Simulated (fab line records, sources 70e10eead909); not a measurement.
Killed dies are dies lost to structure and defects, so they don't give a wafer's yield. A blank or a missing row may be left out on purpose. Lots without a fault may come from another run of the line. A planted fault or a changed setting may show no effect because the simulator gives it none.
Which tool did it? | flow nand_harc | 14 lots, 41 wafers sampled, at 5 steps of a route of 1302

WHAT THE GAUGES READ, wafer by wafer
NHARC_P_BONDPAD_INSPECT_23. Usual: raw_defect_count 353, standard deviation 140.
lot  | measured     | on                | raw_defect_count | flag
L829 | day 7 08:27  | defect_inspect-01 | 161 258 181      |
L830 | day 7 08:54  | defect_inspect-01 | 644 523 396      |
L831 | day 8 00:56  | defect_inspect-01 | 285 249 223      |
L832 | day 8 05:39  | defect_inspect-02 | 512 648 454      |
L833 | day 8 17:13  | defect_inspect-02 | 144 432 348      |
L835 | day 9 12:59  | defect_inspect-02 | 184 243 177      |
L838 | day 10 21:14 | defect_inspect-02 | 258 433 701      |
L842 | day 12 15:49 | defect_inspect-02 | 367 179          |
L844 | day 13 13:07 | defect_inspect-01 | 357 339 292      |
L845 | day 13 21:29 | defect_inspect-02 | 438 539 438      |
L847 | day 14 11:24 | defect_inspect-02 | 415 364 291      |
L849 | day 15 18:12 | defect_inspect-02 | 777 449 515      |
L850 | day 15 21:38 | defect_inspect-02 | 553 288 307      |
L851 | day 16 04:28 | defect_inspect-01 | 805 376 563      |

NHARC_A_ONON_D1_THK_MEAS_05: measures by ellipsometry. Usual: thk_nm 1001 nm, standard deviation 9.9.
lot  | measured     | on            | thk_nm (nm)    | flag
L829 | day 8 08:20  | film_metro-01 | 986 988 986    |
L830 | day 8 08:21  | film_metro-01 | 991 990 990    |
L831 | day 9 00:30  | film_metro-01 | 1012 1014 1013 |
L832 | day 9 05:58  | film_metro-02 | 1000 1002 1002 |
L833 | day 9 19:07  | film_metro-02 | 992 993 993    |
L835 | day 10 15:46 | film_metro-01 | 1003 1003 1004 |
L838 | day 11 22:52 | film_metro-01 | 993 993 994    |
L842 | day 13 16:52 | film_metro-02 | 1014 1579      | OFF
L844 | day 14 16:15 | film_metro-01 | 996 994 1561   | OFF
L845 | day 14 22:08 | film_metro-02 | 1568 1569 1002 | OFF
L847 | day 15 12:01 | film_metro-02 | 999 999 1001   |
L849 | day 16 20:04 | film_metro-01 | 1008 1006 1007 |
L850 | day 16 19:57 | film_metro-01 | 1000 1000 1001 |
L851 | day 17 04:36 | film_metro-01 | 1007 1008 1008 |

NHARC_END_SORT_01. Usual: killed_at_array 63, standard deviation 27; killed_at_other 0.7, standard deviation 1.2; killed_at_periphery 3.1, standard deviation 2; killed_dies 67, standard deviation 28; killed_open 3.0, standard deviation 1.9; killed_short 2.2, standard deviation 1.5.
lot  | measured     | on        | killed_at_array | killed_at_other | killed_at_periphery | killed_dies | killed_open | killed_short | flag
L829 | day 24 11:13 | prober-01 | 80 72 72        | 0 1 0           | 1 2 1               | 81 75 73    | 0 3 4       | 2 3 3        |
L830 | day 25 01:46 | prober-02 | 44 57 52        | 0 0 1           | 6 3 3               | 50 60 56    | 5 4 6       | 0 1 4        |
L831 | day 25 13:47 | prober-02 | 84 74 91        | 0 0 0           | 4 3 4               | 88 77 95    | 3 2 10      | 1 2 2        |
L832 | day 25 14:33 | prober-01 | 108 103 101     | 0 0 0           | 3 1 0               | 111 104 101 | 3 1 0       | 4 3 1        |
L833 | day 26 06:21 | prober-01 | 103 92 83       | 2 0 3           | 5 10 8              | 110 102 94  | 2 3 0       | 3 2 0        |
L835 | day 26 23:11 | prober-01 | 100 117 118     | 0 0 3           | 6 1 3               | 106 118 124 | 6 5 6       | 4 0 6        |
L838 | day 28 11:41 | prober-02 | 22 28 22        | 0 0 0           | 4 2 4               | 26 30 26    | 6 5 6       | 2 2 1        |
L842 | day 30 03:14 | prober-02 | 61 672          | 0 0             | 5 5                 | 66 677      | 2 3         | 3 1          | OFF
L844 | day 31 19:34 | prober-02 | 56 62 674       | 2 4 0           | 1 4 3               | 59 70 677   | 1 2 2       | 2 2 1        | OFF
L845 | day 32 08:10 | prober-02 | 673 673 50      | 0 0 0           | 4 4 5               | 677 677 55  | 6 1 2       | 1 4 5        | OFF
L847 | day 33 04:20 | prober-02 | 90 97 89        | 1 0 1           | 5 1 0               | 96 98 90    | 4 3 2       | 4 2 4        |
L849 | day 34 16:57 | prober-01 | 40 51 40        | 0 0 0           | 3 7 5               | 43 58 45    | 1 6 1       | 1 1 2        |
L850 | day 33 13:41 | prober-01 | 61 67 63        | 0 2 1           | 1 1 5               | 62 70 69    | 3 3 3       | 1 4 3        |
L851 | day 33 23:48 | prober-02 | 34 33 39        | 4 1 0           | 5 2 4               | 43 36 43    | 2 3 3       | 2 1 2        |

WHICH TOOL RAN EACH LOT (tool, then ch and the chambers of the sampled wafers, then the start)
lot  | NHARC_A_ZERO_WELL_DESCUM_12        | NHARC_A_ONON_D1_DEP_03
L829 | rie_diel-06 ch 0,1,3, day 7 09:54  | pecvd_onon-02 ch 0, day 8 07:50
L830 | rie_diel-06 ch 2,3, day 7 10:14    | pecvd_onon-04 ch 0, day 8 07:57
L831 | rie_diel-06 ch 0,1,3, day 8 02:17  | pecvd_onon-04 ch 0, day 8 23:59
L832 | rie_diel-02 ch 0,1,3, day 8 07:01  | pecvd_onon-01 ch 0, day 9 05:30
L833 | rie_diel-06 ch 0,1,2, day 8 18:41  | pecvd_onon-04 ch 0, day 9 18:40
L835 | rie_diel-06 ch 1,2,3, day 9 14:29  | pecvd_onon-04 ch 0, day 10 15:16
L838 | rie_diel-02 ch 0,1, day 10 22:41   | pecvd_onon-02 ch 0, day 11 22:24
L842 | rie_diel-02 ch 2,3, day 12 17:17   | pecvd_onon-04 ch 0, day 13 16:22
L844 | rie_diel-13 ch 1,3, day 13 14:35   | pecvd_onon-04 ch 0, day 14 15:44
L845 | rie_diel-02 ch 0,3, day 13 22:57   | pecvd_onon-04 ch 0, day 14 21:49
L847 | rie_diel-06 ch 0,2,3, day 14 12:46 | pecvd_onon-02 ch 0, day 15 11:34
L849 | rie_diel-06 ch 0,1,3, day 15 19:40 | pecvd_onon-02 ch 0, day 16 19:34
L850 | rie_diel-06 ch 1,2,3, day 15 23:08 | pecvd_onon-01 ch 0, day 16 19:27
L851 | rie_diel-06 ch 0,2,3, day 16 05:47 | pecvd_onon-01 ch 0, day 17 04:09
- NHARC_A_ZERO_WELL_DESCUM_12: chemistry O2, time 3 s.
- NHARC_A_ONON_D1_DEP_03: target thk 1000 nm.

WHAT THE TOOLS THEMSELVES READ (means of the sampled wafers that have a number; where no wafer has one, the mark that the record gives instead)
NHARC_A_ZERO_WELL_DESCUM_12. Usual: chamber_pressure_mTorr 60.00 mTorr, standard deviation 0.055; drypump_motor_current_A 5.7 A, standard deviation 0.41; oes_product_au 1.003 a.u., standard deviation 0.012; rf_vpp_V 57.6 V, standard deviation 0.92; showerhead_plenum_p_Torr 1.91 Torr, standard deviation 0.063; throttle_valve_pct 11.311 %, standard deviation 0.0093.
lot  | tool        | chamber_pressure_mTorr (mTorr) | drypump_motor_current_A (A) | oes_product_au (a.u.) | rf_vpp_V (V) | showerhead_plenum_p_Torr (Torr) | throttle_valve_pct (%) | flag
L829 | rie_diel-06 | 60.05                          | 5.6                         | 1.015                 | 57.1         | 1.89                            | 11.309                 |
L830 | rie_diel-06 | 60.02                          | 5.4                         | 1.012                 | 57.6         | 1.86                            | 11.323                 |
L831 | rie_diel-06 | 59.97                          | 5.6                         | 1.006                 | 57.1         | 1.89                            | 11.314                 |
L832 | rie_diel-02 | 60.04                          | 5.4                         | 1.000                 | 58.3         | 1.98                            | 11.315                 |
L833 | rie_diel-06 | 59.95                          | 6.0                         | 1.005                 | 57.6         | 1.91                            | 11.303                 |
L835 | rie_diel-06 | 60.00                          | 5.7                         | 1.017                 | 58.1         | 1.90                            | 11.308                 |
L838 | rie_diel-02 | 60.00                          | 5.4                         | 1.010                 | 58.0         | 1.97                            | 11.311                 |
L842 | rie_diel-02 | 59.97                          | 5.7                         | 0.990                 | 57.7         | 1.93                            | 11.320                 |
L844 | rie_diel-13 | 59.96                          | 6.1                         | 0.992                 | 57.3         | 1.78                            | 11.299                 |
L845 | rie_diel-02 | 59.97                          | 5.5                         | 0.988                 | 58.2         | 1.99                            | 11.316                 |
L847 | rie_diel-06 | 59.97                          | 5.7                         | 1.003                 | 58.1         | 1.87                            | 11.320                 |
L849 | rie_diel-06 | 59.99                          | 5.6                         | 1.009                 | 57.6         | 1.89                            | 11.317                 |
L850 | rie_diel-06 | 60.00                          | 5.7                         | 1.011                 | 57.2         | 1.90                            | 11.308                 |
L851 | rie_diel-06 | 60.01                          | 5.7                         | 1.011                 | 58.5         | 1.87                            | 11.311                 |

THE ANSWER, worked out from the rows above alone
Rule: a lot is off if the mean of its wafers that have a number lies more than 3 standard deviations from the usual mean. A lot without any number at a reading at which 4 lots or more have one is off too. The other lots that the step has rows for count as sound. The gauges are gone through in route order, then the tools' own readings, and for those a lot's mean is taken as printed above. The first step at which some lot is off is used, and at that step the reading that is off furthest; a lot without a number counts as furthest.
Off: L842, L844, L845, at NHARC_A_ONON_D1_THK_MEAS_05 (thk_nm).
A tool fits if, at a process step before that reading, it ran every lot that is off, and no sound lot after the first of them. The gauges at NHARC_A_ONON_D1_THK_MEAS_05 aren't tried: what is off there is off at NHARC_END_SORT_01 too, on other tools, and a gauge's error can't cause that. One fits: pecvd_onon-04 at NHARC_A_ONON_D1_DEP_03. Its last sound lot is L835 (day 10 15:16), its first lot that is off L842 (day 13 16:22): a fault that began between those two fits.

WHAT THE SIMULATOR HAD PUT IN
Process parameter drift: pecvd_onon-04, from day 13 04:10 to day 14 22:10, at NHARC_A_ONON_D1_DEP_03. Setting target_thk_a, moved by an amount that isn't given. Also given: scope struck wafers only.
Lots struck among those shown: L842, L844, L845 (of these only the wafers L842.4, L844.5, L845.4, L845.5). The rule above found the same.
